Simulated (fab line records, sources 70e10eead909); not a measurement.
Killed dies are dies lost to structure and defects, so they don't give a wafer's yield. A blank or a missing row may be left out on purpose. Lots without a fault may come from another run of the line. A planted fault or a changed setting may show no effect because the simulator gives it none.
Which tool did it? | flow nand_harc | 11 lots, 33 wafers sampled, at 6 steps of a route of 1302

WHAT THE GAUGES READ, wafer by wafer
NHARC_P_GATE_OVL_MEAS_27.
lot  | measured     | on         | overlay_x_nm (nm) | overlay_y_nm (nm)
L495 | day 6 21:56  | overlay-01 | 0.1 -0.1 0.1      | -1.8 -1.6 -2.0
L497 | day 7 10:12  | overlay-01 | 0.2 -0.1 0.1      | -1.0 -0.9 -0.7
L506 | day 11 02:41 | overlay-02 | 1.4 0.6 0.6       | 1.3 1.8 1.1
L505 | day 11 02:58 | overlay-01 | 1.5 1.2 1.7       | 0.7 0.2 0.6
L508 | day 12 02:29 | overlay-01 | -1.1 -2.0 -1.1    | -1.1 -1.2 -1.1
L509 | day 12 14:29 | overlay-01 | 1.2 1.5 1.3       | 0.3 0.2 0.5
L510 | day 12 19:31 | overlay-02 | -0.4 -0.3 -0.4    | 0.4 0.9 0.4
L511 | day 13 12:44 | overlay-02 | 0.6 0.0 0.0       | -1.3 -0.9 -1.1
L512 | day 13 12:54 | overlay-01 | 0.9 0.8 0.9       | 0.8 1.3 1.3
L513 | day 14 04:32 | overlay-02 | 0.0 0.1 0.1       | 0.2 0.5 0.4
L514 | day 14 12:07 | overlay-02 | 1.6 1.2 0.8       | -1.8 -1.2 -1.4

NHARC_P_GATE_CD_MEAS_46: target cd 720 nm.
lot  | measured     | on        | cd_nm (nm)
L495 | day 7 09:46  | cd_sem-03 | 720.8 718.8 720.3
L497 | day 7 22:05  | cd_sem-03 | 702.9 701.5 701.5 702.9 701.4 701.7
L506 | day 11 14:33 | cd_sem-03 | 718.9 717.6 721.2
L505 | day 11 17:05 | cd_sem-02 | 719.0 718.9 722.1
L508 | day 12 14:21 | cd_sem-03 | 715.7 720.0 718.4
L509 | day 13 02:26 | cd_sem-02 | 718.8 716.9 720.2
L510 | day 13 07:16 | cd_sem-01 | 718.7 718.7 718.2
L511 | day 14 00:41 | cd_sem-01 | 719.4 722.2 719.1
L512 | day 14 00:50 | cd_sem-03 | 719.3 719.4 718.5
L513 | day 14 16:29 | cd_sem-01 | 717.3 720.1 716.1
L514 | day 15 00:01 | cd_sem-03 | 720.5 716.3 720.9

NHARC_END_SORT_01.
lot  | measured     | on        | defect_limited_yield (%) | killed_at_array | killed_at_other | killed_at_periphery | killed_dies | killed_open | killed_short | sort_bin_2_pct (%) | sort_bin_3_pct (%) | sort_bin_4_pct (%) | sort_n_pass | sort_rim_yield_pct (%) | sort_yield_pct (%)
L495 | day 25 22:41 | prober-01 | 92 92 92                 | 40 48 44        | 6 3 4           | 7 1 4               | 53 52 52    | 4 2 6       | 5 2 0        | 2.4 3.7 2.2        | 0.3 0.1 0.1        | 5.2 3.8 5.3        | 624 625 625 | 97.2 97.2 96.2         | 92 92 92
L508 | day 32 23:23 | prober-02 | 91 90 89                 | 55 65 69        | 0 0 0           | 5 6 4               | 60 71 73    | 2 3 2       | 2 3 2        | 3.5 3.2 3.7        | 0.9 0.4 0.9        | 4.4 6.8 6.2        | 617 606 604 | 95.3 95.3 94.3         | 91 90 89
L509 | day 32 15:40 | prober-01 | 96 94 95                 | 26 30 29        | 0 0 0           | 3 8 5               | 29 38 34    | 2 3 2       | 0 0 3        | 0.7 1.2 1.2        | 0 0.4 0.4          | 3.5 4.0 3.4        | 648 639 643 | 99.1 98.1 100.0        | 96 94 95
L510 | day 32 07:05 | prober-01 | 85 85 84                 | 92 94 98        | 0 1 1           | 12 9 7              | 104 104 106 | 0 1 2       | 1 5 4        | 6.4 5.2 5.3        | 0.9 1.5 1.6        | 8.1 8.7 8.7        | 573 573 571 | 95.3 98.1 96.2         | 85 85 84
L512 | day 33 05:50 | prober-02 | 89 89 88                 | 71 68 77        | 0 0 0           | 1 4 2               | 72 72 79    | 0 5 6       | 2 1 3        | 4.4 4.3 4.3        | 0.6 0.9 0.9        | 5.6 5.5 6.5        | 605 605 598 | 99.1 99.1 96.2         | 89 89 88
L513 | day 33 21:49 | prober-01 | 92 93 91                 | 50 45 54        | 2 2 5           | 5 3 3               | 57 50 62    | 4 5 6       | 3 3 0        | 3.2 2.4 2.8        | 0.4 0.3 0.4        | 4.7 4.7 5.9        | 620 627 615 | 96.2 96.2 95.3         | 92 93 91

WHICH TOOL RAN EACH LOT (tool, then ch and the chambers of the sampled wafers, then the start)
lot  | NHARC_P_GATE_ETCH_104              | NHARC_P_GATE_ETCH_114                         | NHARC_P_GATE_EXPOSE_43
L495 | rie_diel-09 ch 1,2, day 6 22:08    | rie_diel-09 ch 0,1,3, day 7 09:37 or earlier  | krf_scanner-04 ch 0, day 7 09:37
L497 | rie_diel-11 ch 0,1, day 7 10:23    | rie_diel-11 ch 0,1,2, day 7 21:56 or earlier  | krf_scanner-03 ch 0, day 7 21:56
L506 | rie_diel-03 ch 0,1,3, day 11 02:52 | rie_diel-03 ch 0,1,3, day 11 14:23 or earlier | krf_scanner-01 ch 0, day 11 14:23
L505 | rie_diel-11 ch 2,3, day 11 03:09   | rie_diel-11 ch 0,1,2, day 11 16:56 or earlier | krf_scanner-03 ch 0, day 11 16:56
L508 | rie_diel-11 ch 0,2,3, day 12 02:40 | rie_diel-11 ch 0,2,3, day 12 14:12 or earlier | krf_scanner-01 ch 0, day 12 14:12
L509 | rie_diel-11 ch 0,1,3, day 12 14:41 | rie_diel-11 ch 0,1, day 13 02:17 or earlier   | krf_scanner-03 ch 0, day 13 02:17
L510 | rie_diel-11 ch 1,2,3, day 12 19:43 | rie_diel-11 ch 1,2,3, day 13 07:06 or earlier | krf_scanner-01 ch 0, day 13 07:06
L511 | rie_diel-11 ch 0,1,3, day 13 12:55 | rie_diel-11 ch 0,1,3, day 14 00:31 or earlier | krf_scanner-04 ch 0, day 14 00:31
L512 | rie_diel-09 ch 1,2, day 13 13:05   | rie_diel-09 ch 0,1,3, day 14 00:41 or earlier | krf_scanner-03 ch 0, day 14 00:41
L513 | rie_diel-03 ch 0,1,3, day 14 04:43 | rie_diel-03 ch 0,2,3, day 14 16:20 or earlier | krf_scanner-01 ch 0, day 14 16:20
L514 | rie_diel-11 ch 0,1,2, day 14 12:18 | rie_diel-11 ch 0,1,2, day 14 23:52 or earlier | krf_scanner-04 ch 0, day 14 23:52
- NHARC_P_GATE_ETCH_104: etches the open film in CF4/CHF3, target depth 60 nm.
- NHARC_P_GATE_ETCH_114: etches the open film in CF4/O2, target depth 30 nm, overetch 3 nm, time 16.5 s.
- NHARC_P_GATE_EXPOSE_43: exposes mask P NSD, target cd 720 nm.

WHAT THE TOOLS THEMSELVES READ (means of the sampled wafers that have a number; where no wafer has one, the mark that the record gives instead)
NHARC_P_GATE_ETCH_104.
lot  | tool        | bias_w (W) | drypump_motor_current_A (A) | oes_product_au (a.u.) | rf_vpp_V (V) | showerhead_plenum_p_Torr (Torr) | throttle_valve_pct (%)
L495 | rie_diel-09 | 199.8      | 5.6                         | 0.927                 | 370.6        | 1.57                            | 16.803
L497 | rie_diel-11 | 200.0      | 6.1                         | 0.980                 | 373.5        | 1.64                            | 16.797
L506 | rie_diel-03 | 199.7      | 5.8                         | 0.917                 | 370.8        | 1.55                            | 16.799
L505 | rie_diel-11 | 199.9      | 5.3                         | 0.957                 | 371.1        | 1.58                            | 16.796
L508 | rie_diel-11 | 200.1      | 5.5                         | 0.965                 | 371.1        | 1.59                            | 16.807
L509 | rie_diel-11 | 199.9      | 5.6                         | 0.969                 | 370.4        | 1.60                            | 16.794
L510 | rie_diel-11 | 199.6      | 5.4                         | 0.967                 | 371.2        | 1.59                            | 16.805
L511 | rie_diel-11 | 199.0      | 5.6                         | 0.960                 | 372.2        | 1.60                            | 16.804
L512 | rie_diel-09 | 199.7      | 5.6                         | 0.922                 | 370.1        | 1.57                            | 16.811
L513 | rie_diel-03 | 200.0      | 5.8                         | 0.921                 | 370.2        | 1.54                            | 16.804
L514 | rie_diel-11 | 200.2      | 5.9                         | 0.964                 | 372.0        | 1.63                            | 16.804

NHARC_P_GATE_ETCH_114.
lot  | tool        | bias_w (W) | drypump_motor_current_A (A) | oes_product_au (a.u.) | rf_vpp_V (V) | showerhead_plenum_p_Torr (Torr) | throttle_valve_pct (%)
L495 | rie_diel-09 | 100.00     | 5.7                         | 1.000                 | 197.8        | 1.35                            | 13.393
L497 | rie_diel-11 | 100.04     | 5.9                         | 1.001                 | 199.7        | 1.39                            | 13.401
L506 | rie_diel-03 | 99.96      | 5.7                         | 0.996                 | 197.2        | 1.31                            | 13.400
L505 | rie_diel-11 | 99.89      | 5.9                         | 0.995                 | 198.3        | 1.38                            | 13.399
L508 | rie_diel-11 | 100.06     | 5.5                         | 0.994                 | 199.0        | 1.35                            | 13.397
L509 | rie_diel-11 | 100.05     | 6.1                         | 0.994                 | 199.0        | 1.39                            | 13.397
L510 | rie_diel-11 | 99.89      | 5.4                         | 0.998                 | 197.8        | 1.35                            | 13.396
L511 | rie_diel-11 | 99.94      | 5.6                         | 0.995                 | 197.6        | 1.36                            | 13.398
L512 | rie_diel-09 | 99.89      | 5.7                         | 0.998                 | 198.1        | 1.35                            | 13.385
L513 | rie_diel-03 | 99.99      | 5.9                         | 1.003                 | 197.4        | 1.30                            | 13.394
L514 | rie_diel-11 | 99.92      | 5.9                         | 0.999                 | 198.3        | 1.38                            | 13.398

NHARC_P_GATE_EXPOSE_43.
lot  | tool           | reticle_temp_C (C)
L495 | krf_scanner-04 | 22.93
L497 | krf_scanner-03 | 23.05
L506 | krf_scanner-01 | 23.07
L505 | krf_scanner-03 | 23.11
L508 | krf_scanner-01 | 23.00
L509 | krf_scanner-03 | 23.00
L510 | krf_scanner-01 | 23.04
L511 | krf_scanner-04 | 23.12
L512 | krf_scanner-03 | 22.99
L513 | krf_scanner-01 | 23.16
L514 | krf_scanner-04 | 22.98

THE ANSWER, worked out from the rows above alone
Rule: what is usual is taken from the lots themselves. Put in order of their means at a reading, lots are off if they are a third of the lots or fewer, leave a main group of 4 or more, and stand apart from it by a gap of 3 or more times the standard deviation of the main group's means; of several such gaps the widest counts. A main group whose means are all the same, to the digits that the tables above print for the reading, isn't used. A lot without any number at a reading at which 4 lots or more have one is off too. The other lots that the step has rows for count as sound. The gauges are gone through in route order, then the tools' own readings, and for those a lot's mean is taken as printed above. The first step at which some lot is off is used, and at that step the reading that is off furthest; a lot without a number counts as furthest.
Off: L497, at NHARC_P_GATE_CD_MEAS_46 (cd_nm). The main group: mean 719.1 nm, standard deviation 0.78.
A tool fits if, at a process step before that reading, it ran every lot that is off, and no sound lot after the first of them. The gauges at NHARC_P_GATE_CD_MEAS_46 are tried like those tools. NHARC_P_GATE_ETCH_114 gives no start for some lots, so the hours and the order of its lots are those of NHARC_P_GATE_EXPOSE_43. None of those tried fits.

WHAT THE SIMULATOR HAD PUT IN
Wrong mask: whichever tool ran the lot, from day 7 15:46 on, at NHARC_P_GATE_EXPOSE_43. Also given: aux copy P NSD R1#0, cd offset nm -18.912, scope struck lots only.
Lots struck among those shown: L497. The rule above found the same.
